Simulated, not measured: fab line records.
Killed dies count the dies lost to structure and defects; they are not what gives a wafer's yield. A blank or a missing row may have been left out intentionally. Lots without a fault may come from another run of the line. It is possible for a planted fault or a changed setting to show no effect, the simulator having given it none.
The tool behind it: which one? | flow nand harc | 24 lots, 72 wafers sampled, at 3 steps of a route of 1302

WHAT THE GAUGES SHOWED, per wafer
NHARC_A_CONTACT_CD_MEAS_15.
lot  | measured     | on        | cd nm (nm)
L074 | day 22 21:28 | cd sem-03 | 188.6 189.2 189.2
L075 | day 22 23:54 | cd sem-03 | 190.1 189.3 190.1
L076 | day 23 09:28 | cd sem-02 | 189.1 190.6 190.0
L078 | day 23 17:02 | cd sem-02 | 189.7 191.0 189.8
L077 | day 24 01:58 | cd sem-02 | 191.6 190.4 191.2
L079 | day 24 01:56 | cd sem-01 | 191.1 190.9 190.4
L080 | day 25 00:48 | cd sem-03 | 190.0 189.6 189.5
L081 | day 25 07:57 | cd sem-02 | 190.0 190.4 190.3
L082 | day 25 15:41 | cd sem-03 | 190.3 189.7 190.0
L083 | day 26 00:46 | cd sem-03 | 190.3 190.5 190.2
L084 | day 26 04:05 | cd sem-03 | 190.3 190.4 190.6
L085 | day 27 02:15 | cd sem-01 | 189.7 191.0 189.6
L086 | day 27 08:16 | cd sem-03 | 191.1 190.9 190.8
L087 | day 28 02:47 | cd sem-01 | 190.2 190.4 190.1
L088 | day 28 09:53 | cd sem-01 | 189.1 189.8 189.7
L089 | day 28 18:05 | cd sem-01 | 190.0 189.5 189.8
L090 | day 29 14:47 | cd sem-03 | 189.9 189.9 190.3
L091 | day 29 15:46 | cd sem-02 | 190.4 190.1 190.0
L092 | day 29 22:15 | cd sem-03 | 189.6 190.5 189.4
L093 | day 29 23:50 | cd sem-02 | 189.3 189.3 189.7
L094 | day 30 06:27 | cd sem-01 | 190.6 190.4 191.1
L096 | day 31 05:32 | cd sem-01 | 190.0 190.2 190.0
L095 | day 31 07:35 | cd sem-01 | 189.7 189.9 190.2
L097 | day 32 11:37 | cd sem-01 | 190.1 190.4 190.1

EACH LOT AND THE TOOL THAT RAN IT (in order: tool; ch and the chambers of the sampled wafers; start)
lot  | NHARC_A_CONTACT_ETCH_134             | NHARC_A_CONTACT_ETCH_136
L074 | har cap etch-03 ch 0, day 22 19:21   | har cap etch-03 ch 0, day 22 19:50
L075 | har cap etch-03 ch 0,1, day 22 21:20 | har cap etch-03 ch 0,1, day 22 21:59
L076 | har cap etch-01 ch 0, day 23 07:25   | har cap etch-01 ch 0, day 23 07:54
L078 | har cap etch-01 ch 0,1, day 23 15:01 | har cap etch-01 ch 0,1, day 23 15:30
L077 | har cap etch-02 ch 0,1, day 23 23:16 | har cap etch-02 ch 0,1, day 23 23:57
L079 | har cap etch-01 ch 0,1, day 23 23:34 | har cap etch-01 ch 0,1, day 24 00:05
L080 | har cap etch-02 ch 0,1, day 24 22:46 | har cap etch-02 ch 0,1, day 24 23:15
L081 | har cap etch-01 ch 0,1, day 25 05:56 | har cap etch-01 ch 0,1, day 25 06:26
L082 | har cap etch-01 ch 0,1, day 25 13:41 | har cap etch-01 ch 0,1, day 25 14:11
L083 | har cap etch-02 ch 0,1, day 25 22:43 | har cap etch-02 ch 0,1, day 25 23:11
L084 | har cap etch-03 ch 0, day 26 02:02   | har cap etch-03 ch 0, day 26 02:31
L085 | har cap etch-02 ch 0,1, day 26 23:49 | har cap etch-02 ch 0,1, day 27 00:29
L086 | har cap etch-01 ch 0,1, day 27 06:14 | har cap etch-01 ch 0,1, day 27 06:43
L087 | har cap etch-03 ch 0,1, day 28 00:45 | har cap etch-03 ch 0,1, day 28 01:14
L088 | har cap etch-01 ch 0,1, day 28 07:50 | har cap etch-01 ch 0,1, day 28 08:20
L089 | har cap etch-02 ch 0,1, day 28 15:35 | har cap etch-02 ch 0,1, day 28 16:14
L090 | har cap etch-01 ch 1, day 29 12:45   | har cap etch-01 ch 1, day 29 13:14
L091 | har cap etch-02 ch 0, day 29 13:44   | har cap etch-02 ch 0, day 29 14:13
L092 | har cap etch-01 ch 0,1, day 29 20:15 | har cap etch-01 ch 0,1, day 29 20:45
L093 | har cap etch-02 ch 0,1, day 29 21:46 | har cap etch-02 ch 0,1, day 29 22:14
L094 | har cap etch-01 ch 0,1, day 30 04:29 | har cap etch-01 ch 0,1, day 30 04:59
L096 | har cap etch-02 ch 0,1, day 31 03:03 | har cap etch-02 ch 0,1, day 31 03:32
L095 | har cap etch-01 ch 0,1, day 31 05:29 | har cap etch-01 ch 0,1, day 31 05:58
L097 | har cap etch-02 ch 0,1, day 32 09:33 | har cap etch-02 ch 0,1, day 32 10:01
- NHARC_A_CONTACT_ETCH_134: etches the open film in C4F8/O2/Ar, time 140 s, target depth 700 nm.
- NHARC_A_CONTACT_ETCH_136: etches the open film in C4F8/O2/Ar, time 311 s, target depth 1912 nm.

WHAT THE TOOLS THEMSELVES READ (means of the sampled wafers that have a number; where no wafer has one, the mark that the record gives instead)
The record holds no such reading with a usual standard deviation.

THE ANSWER, worked out from the rows above alone
Rule: usual is defined by the lots themselves. Put in order of their means at a reading, lots are off if they are a third of the lots or fewer, leave a main group of 4 or more, and stand apart from it by a gap of 3 or more times the standard deviation of the main group's means; of several such gaps the widest counts. A main group whose means are all the same, to the digits that the tables above print for the reading, isn't used. Also off: a lot with no number at a reading for which 4 or more lots have one. The other lots that the step has rows for count as sound. The gauges are gone through in route order, then the tools' own readings, and for those a lot's mean is taken as printed above. The first step at which some lot is off is used, and at that step the reading that is off furthest; a lot without a number counts as furthest.
Nothing can be told from this: no lot is off at any reading shown.

WHAT THE SIMULATOR HAD INSERTED
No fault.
